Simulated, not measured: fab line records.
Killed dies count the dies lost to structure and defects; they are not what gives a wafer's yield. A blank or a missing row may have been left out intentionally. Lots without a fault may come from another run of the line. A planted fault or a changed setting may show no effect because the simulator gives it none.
Which tool is to blame? ; flow n5Finfet ; 8 lots, 24 wafers sampled, at 6 steps of a route of 1938

## WHAT THE GAUGES READ, wafer by wafer
N5_MOL_CONTACT_COAG_CD_MEAS_101: the cd target is 16 nm. Usual: cdNm reads 16.1 nm (standard deviation 0.35).
lot;measured;on;cdNm (nm);flag
L783;day 5 16:08;cdSem-03;16.1 15.8 15.9;
L791;day 7 11:54;cdSem-01;15.7 15.8 15.4;
L793;day 8 11:16;cdSem-01;16.3 16.4 16.6;
L795;day 8 12:55;cdSem-01;16.1 16.2 16.0;
L797;day 9 04:44;cdSem-01;15.7 15.8 15.8;
L802;day 10 06:59;cdSem-01;16.0 16.2 15.5;
L803;day 10 10:37;cdSem-03;15.7 16.0 15.5;
L805;day 11 08:12;cdSem-01;15.8 15.9 15.7;

N5_BEOL_M4_RC_MEAS_101. Usual: DIBL_N 36.5 mV/V, standard deviation 2; DIBL_P 36.5 mV/V, standard deviation 2.3; IOFF_N 0.16 nA/um, standard deviation 0.036; IOFF_P 0.21 nA/um, standard deviation 0.037; ION_N 672 uA/um, standard deviation 12; ION_P 459 uA/um, standard deviation 7.1; SS_N 71.6 mV/dec, standard deviation 0.73; SS_P 73.4 mV/dec, standard deviation 0.76; VT_N 250 mV, standard deviation 3.3; VT_P -250.5 mV, standard deviation 2.9.
lot;measured;on;DIBL_N (mV/V);DIBL_P (mV/V);IOFF_N (nA/um);IOFF_P (nA/um);ION_N (uA/um);ION_P (uA/um);SS_N (mV/dec);SS_P (mV/dec);VT_N (mV);VT_P (mV);flag
L783;day 8 23:19;prober-02;37.5 39.7 38.2;37.7 40.1 38.4;0.16 0.20 0.17;0.22 0.25 0.23;672 676 673;459 464 461;71.8 72.6 72.1;74.5 74.9 74.8;248 248 250;-247.8 -246.5 -249.2;
L791;day 10 13:35;prober-02;37.6 36.0 33.6;38.5 36.5 33.9;0.18 0.15 0.11;0.23 0.19 0.16;675 680 664;461 461 451;72.6 71.7 70.6;74.5 73.3 72.6;248 249 255;-248.7 -250.3 -253.8;
L793;day 11 20:26;prober-02;36.6 37.1 34.2;37.2 38.2 34.3;0.17 0.18 0.12;0.23 0.26 0.18;676 684 663;463 472 460;71.1 71.7 70.6;73.9 74.3 72.4;250 246 255;-246.2 -246.0 -249.6;
L795;day 11 19:24;prober-01;36.3 37.4 37.3;36.2 36.3 38.8;0.16 0.19 0.20;0.20 0.21 0.25;663 652 669;448 446 463;71.8 73.3 72.6;73.1 73.4 73.4;250 250 247;-252.3 -249.7 -246.2;
L797;day 11 23:17;prober-01;35.6 36.9;38.7 39.1;0.16 0.17;0.20 0.21;675 672;459 456;71.5 71.8;74.3 74.2;250 250;-251.6 -252.3;
L802;day 13 10:04;prober-02;36.7 38.1 38.2;36.8 38.8 38.9;0.15 0.17 0.17;0.20 0.22 0.23;670 671 678;454 458 458;71.4 71.5 72.2;73.5 73.9 73.0;253 248 249;-255.1 -251.8 -251.8;
L803;day 13 09:34;prober-01;39.5 36.8 34.2;41.0 37.8 34.2;0.23 0.18 0.12;0.29 0.24 0.17;697 688 664;475 464 459;71.6 71.4 71.0;74.7 73.5 72.8;243 246 254;-246.4 -246.8 -250.7;
L805;day 14 20:04;prober-01;38.1 39.1 38.8;40.2 40.6 41.3;0.19 0.22 0.21;0.21 0.23 0.23;671 682 675;457 457 456;71.6 72.8 72.4;75.2 74.2 74.7;249 246 248;-250.8 -251.5 -248.9;

## TOOL THAT RAN EACH LOT (tool first, then ch and the chambers of the sampled wafers, then the start)
lot;N5_MOL_CONTACT_COAG_CVD_140;N5_BEOL_M0_SAQP_ETCH_83;N5_BEOL_M0_SAQP_SPACER2_ETCHBACK_27;N5_BEOL_M0_SAQP_MANDREL2_REMOVE_110
L783;cvdW-02 ch 0,1, day 5 16:16;rieDiel-02 ch 0,1,2, day 6 09:25;rieDiel-03 ch 0,1, day 6 14:11;rieSi-01 ch 1,2,3, day 6 14:17
L791;cvdW-02 ch 0,1, day 7 12:02;rieDiel-04 ch 0,2,3, day 7 18:25;rieDiel-04 ch 0,1,3, day 7 22:06;rieSi-04 ch 0,1,2, day 7 22:11
L793;cvdW-02 ch 0,1, day 8 11:28;rieDiel-02 ch 0,1, day 8 18:14;rieDiel-02 ch 2,3, day 8 22:53;rieSi-04 ch 0,1,3, day 8 22:58
L795;cvdW-01 ch 0,1, day 8 13:02;rieDiel-04 ch 1,2,3, day 8 23:29;rieDiel-02 ch 0,2, day 9 03:11;rieSi-06 ch 1,3, day 9 03:17
L797;cvdW-01 ch 0,1, day 9 04:52;rieDiel-04 ch 0,2,3, day 9 12:03;rieDiel-02 ch 0,2,3, day 9 15:40;rieSi-01 ch 1,2,3, day 9 15:46
L802;cvdW-01 ch 0,1, day 10 07:11;rieDiel-04 ch 0,3, day 10 13:42;rieDiel-04 ch 0,2, day 10 18:01;rieSi-06 ch 1,3, day 10 18:07
L803;cvdW-01 ch 0,1, day 10 10:49;rieDiel-02 ch 0,2,3, day 10 16:55;rieDiel-04 ch 1,2, day 10 20:32;rieSi-01 ch 1,2, day 10 20:38
L805;cvdW-01 ch 0, day 11 08:20;rieDiel-04 ch 1,2,3, day 11 14:05;rieDiel-03 ch 1,2,3, day 11 17:13;rieSi-04 ch 1,2,3, day 11 17:18
- N5_MOL_CONTACT_COAG_CVD_140: deposits W, target thk 66.5 nm, time 215 s.
- N5_BEOL_M0_SAQP_ETCH_83: etches SiARC in CF4, target depth 39 nm, time 65 s.
- N5_BEOL_M0_SAQP_SPACER2_ETCHBACK_27: etches SiO2 in CHF3/O2, target depth 22.5 nm, time 11.25 s.
- N5_BEOL_M0_SAQP_MANDREL2_REMOVE_110: chemistry HBr/Cl2/O2, target a-Si, stops on SiCN, bt time 10 s.

## AS READ BY THE TOOLS THEMSELVES (means over the sampled wafers that have a number; for cases with no such wafer, the mark the record gives instead)
N5_MOL_CONTACT_COAG_CVD_140. Usual: heaterPowerW reads 528 W (standard deviation 76).
lot;tool;heaterPowerW (W);flag
L783;cvdW-02;460;
L791;cvdW-02;468;
L793;cvdW-02;472;
L795;cvdW-01;589;
L797;cvdW-01;539;
L802;cvdW-01;539;
L803;cvdW-01;541;
L805;cvdW-01;646;

N5_BEOL_M0_SAQP_ETCH_83. Usual: drypumpMotorCurrentA 5.8 A, standard deviation 0.57; etchRfOnTimeS 65.5 s, standard deviation 1.1; oesProductAu 0.64 a.u., standard deviation 0.054; rfVppV 184.0 V, standard deviation 1.1; showerheadPlenumPTorr 2.13 Torr, standard deviation 0.068; throttleValvePct 15.6 %, standard deviation 0.31.
lot;tool;drypumpMotorCurrentA (A);etchRfOnTimeS (s);oesProductAu (a.u.);rfVppV (V);showerheadPlenumPTorr (Torr);throttleValvePct (%);flag
L783;rieDiel-02;5.6;65.2;0.60;184.1;2.21;16.0;
L791;rieDiel-04;5.7;65.1;0.64;183.1;2.08;15.5;
L793;rieDiel-02;6.0;67.4;0.59;185.4;2.21;16.1;
L795;rieDiel-04;5.6;65.7;0.65;183.6;2.11;15.3;
L797;rieDiel-04;5.8;65.2;0.64;183.5;2.08;15.5;
L802;rieDiel-04;6.1;64.7;0.62;182.8;2.07;15.6;
L803;rieDiel-02;5.6;65.6;0.70;184.3;2.17;15.7;
L805;rieDiel-04;5.5;65.0;0.64;183.7;2.10;15.4;

N5_BEOL_M0_SAQP_SPACER2_ETCHBACK_27. Usual: drypumpMotorCurrentA 5.7 A, standard deviation 0.57; oes_ar_750_au 0.77 a.u., standard deviation 0.068; oesProductAu 0.76 a.u., standard deviation 0.074; rfVppV 525 V, standard deviation 9.5; showerheadPlenumPTorr 2.39 Torr, standard deviation 0.075; throttleValvePct 18.8 %, standard deviation 0.31.
lot;tool;drypumpMotorCurrentA (A);oes_ar_750_au (a.u.);oesProductAu (a.u.);rfVppV (V);showerheadPlenumPTorr (Torr);throttleValvePct (%);flag
L783;rieDiel-03;5.5;0.71;0.71;529;2.43;19.1;
L791;rieDiel-04;5.8;0.77;0.77;522;2.31;18.7;
L793;rieDiel-02;5.9;0.89;0.89;528;2.40;18.6;
L795;rieDiel-02;5.4;0.78;0.77;512;2.48;19.3;
L797;rieDiel-02;5.7;0.83;0.77;520;2.44;18.9;
L802;rieDiel-04;5.6;0.75;0.73;512;2.28;18.8;
L803;rieDiel-04;5.3;0.78;0.79;533;2.35;18.5;
L805;rieDiel-03;5.9;0.72;0.72;529;2.42;18.9;

N5_BEOL_M0_SAQP_MANDREL2_REMOVE_110. Usual: drypumpMotorCurrentA 5.8 A, standard deviation 0.37; oesProductAu 0.992 a.u., standard deviation 0.015; throttleValvePct 36.7 %, standard deviation 0.32.
lot;tool;drypumpMotorCurrentA (A);oesProductAu (a.u.);throttleValvePct (%);flag
L783;rieSi-01;6.0;0.988;36.6;
L791;rieSi-04;5.5;0.995;36.6;
L793;rieSi-04;5.7;0.987;36.9;
L795;rieSi-06;5.6;1.001;36.8;
L797;rieSi-01;6.0;0.784;36.6;OFF
L802;rieSi-06;5.3;0.996;36.5;
L803;rieSi-01;6.2;0.997;36.6;
L805;rieSi-04;5.8;0.991;36.9;

## THE ANSWER, worked out from the rows above alone
Rule: take the mean of a lot's wafers that have a number; if it is more than 3 standard deviations from the usual mean, the lot is off. Also off: a lot with no number at a reading for which 4 or more lots have one. All remaining lots with rows at the step are treated as sound. After the gauges, taken in route order, come the tools' own readings; for these a lot's mean is taken, as printed above. The first step at which some lot is off is used, and at that step the reading that is off furthest; a lot without a number counts as furthest.
Off at N5_BEOL_M0_SAQP_MANDREL2_REMOVE_110 (oesProductAu): L797.
A tool fits if, at that step or a process step before it, it ran every lot that is off, and no sound lot after the first of them. One fits: N5_BEOL_M0_SAQP_SPACER2_ETCHBACK_27 on rieDiel-02. Its last sound lot is L795 (day 9 03:11), its first lot that is off L797 (day 9 15:40): a fault that began between those two fits.

## WHAT THE SIMULATOR HAD PUT IN
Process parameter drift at N5_BEOL_M0_SAQP_SPACER2_ETCHBACK_27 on rieDiel-02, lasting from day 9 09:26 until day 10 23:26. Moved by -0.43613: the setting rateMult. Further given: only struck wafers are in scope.
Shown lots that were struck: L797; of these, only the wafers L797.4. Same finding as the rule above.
